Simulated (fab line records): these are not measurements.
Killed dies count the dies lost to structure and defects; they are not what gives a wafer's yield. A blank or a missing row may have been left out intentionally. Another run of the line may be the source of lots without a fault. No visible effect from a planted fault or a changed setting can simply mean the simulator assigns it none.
A struck lot beside a sound one	flow n5-finfet	16 steps out of a route of 1938
Sound: wafers L612.1, L612.5, L612.6. Struck: wafers L619.1, L619.4. Last of all comes the cause.
Order at every step that has rows: each side's tool, ch and its chambers, its first start. Under that, the readings that differ: sound wafers	struck wafers	difference of the means	sigmas: that difference in standard deviations of wafers without a fault.
alike: a reading whose means differ by less than 2 such deviations, as well as words and numbers matching on both sides. not compared: withheld readings; readings where some wafer has no value; bounds like >300 that might hide an equal value; numbers whose values overlap and for which the record gives no deviation.
Wherever a step has rows on one side only, a row that says differs or no value, or a row with sigmas, the two part there. When numbers do not overlap yet have no deviation, they are printed without sigmas and do not part them. A reading that every wafer of one side lacks parts them only if that side has two wafers or more.

first, 1 step without rows for these wafers: N5_MOL_CONTACT_COAG_STRIP_98 (strips in N2/H2).
N5_MOL_CONTACT_COAG_CD_MEAS_99: the cd target is 17.2 nm.
  sound on cd-sem-03 at day 5 07:02; struck on cd-sem-02 at day 6 21:04
  alike: cd-nm
then, 2 steps without rows for these wafers: N5_MOL_CONTACT_COAG_IMPLANT_129; N5_MOL_CONTACT_COAG_PRECLEAN_111 (cleans in NF3:NH3, afs cycles 1, time 20 s, sublimation time 60 s).
N5_MOL_CONTACT_COAG_TI_SIL_19: material Ti, target thk 4.2 nm, time 15 s.
  sound on pvd-sputter-01 at day 5 07:32; struck on pvd-sputter-01 at day 6 21:47
  alike: throttle-valve-pct
then, 1 step without rows for these wafers: N5_MOL_CONTACT_COAG_ALD_20 (deposits TiN, target thk 1.5 nm, pulse time 1 s, purge time 3 s).
N5_MOL_CONTACT_COAG_SIL_ANNEAL_21: time 60 s.
  sound on rtp-anneal-02 ch 0, day 5 08:04; struck on rtp-anneal-01 ch 0, day 6 22:17
reading	sound	struck	difference	sigmas
lamp-power-pct (%)	6.35 6.35 6.35	6.87 6.87	+0.52	+2
  alike: wafer_temp_C_max
N5_MOL_CONTACT_COAG_PRE_CLEAN_141: time 60 s.
  sound on pvd-sputter-01 at day 5 10:08; struck on pvd-sputter-02 at day 6 23:02
  alike: heater-power-w
N5_MOL_CONTACT_COAG_SPUTTER_143: material Co, target thk 2.5 nm.
  sound on pvd-sputter-01 at day 5 10:11; struck on pvd-sputter-02 at day 6 23:05
  alike: throttle-valve-pct
then, 1 step without rows for these wafers: N5_MOL_CONTACT_COAG_CO_FILL_22 (material Co, precursor CCTBA/H2, target thk 20 nm).
N5_MOL_CONTACT_COAG_ANNEAL_113: time 300 s.
  sound on rtp-anneal-02 ch 0, day 5 10:56; struck on rtp-anneal-01 ch 0, day 6 23:59
reading	sound	struck	difference	sigmas
lamp-power-pct (%)	2.73 2.73 2.73	2.94 2.96	+0.22	+2
  alike: wafer_temp_C_max
then, 1 step without rows for these wafers: N5_MOL_CONTACT_COAG_PRE_CLEAN_142 (time 60 s).
N5_MOL_CONTACT_COAG_SPUTTER_130: material Co, target thk 47.5 nm.
  sound on pvd-sputter-01 at day 5 12:10; struck on pvd-sputter-01 at day 7 02:48
reading	sound	struck	difference	sigmas
model.Co_of_MOL_CONTACT_COAG_SPUTTER_130.thk-nm (nm)	47.4 47.8 47.6	27.2 27	-20.5	
  alike: throttle-valve-pct
then, 1 step without rows for these wafers: N5_MOL_CONTACT_COAG_PRECLEAN_125 (cleans in DIW, time 57.5 s).
-- the record jumps here: 3 days lie between the struck wafers' starts before and after (it left off in module MOL_CONTACT_COAG and takes up again in module BEOL_M4, whose first step shown is number 1111 of the route) --
N5_BEOL_M4_RC_MEAS_101:
  sound on prober-02 ch 0, day 8 13:40; struck on prober-02 ch 0, day 10 03:08
reading	sound	struck	difference	sigmas
IOFF_P (nA/um)	0.20 0.17 0.16	0.30 0.20	+0.07	+2
  alike: DIBL_N, DIBL_P, IOFF_N, ION_N, ION_P, SS_N, SS_P, VT_N, VT_P
after that, 1 step had no rows for these wafers: N5_PASSIVATION_PROBE_49.

WHERE THEY PART
First at N5_MOL_CONTACT_COAG_SIL_ANNEAL_21; last, within this record, at N5_BEOL_M4_RC_MEAS_101.

WHY: whatever the simulator had introduced
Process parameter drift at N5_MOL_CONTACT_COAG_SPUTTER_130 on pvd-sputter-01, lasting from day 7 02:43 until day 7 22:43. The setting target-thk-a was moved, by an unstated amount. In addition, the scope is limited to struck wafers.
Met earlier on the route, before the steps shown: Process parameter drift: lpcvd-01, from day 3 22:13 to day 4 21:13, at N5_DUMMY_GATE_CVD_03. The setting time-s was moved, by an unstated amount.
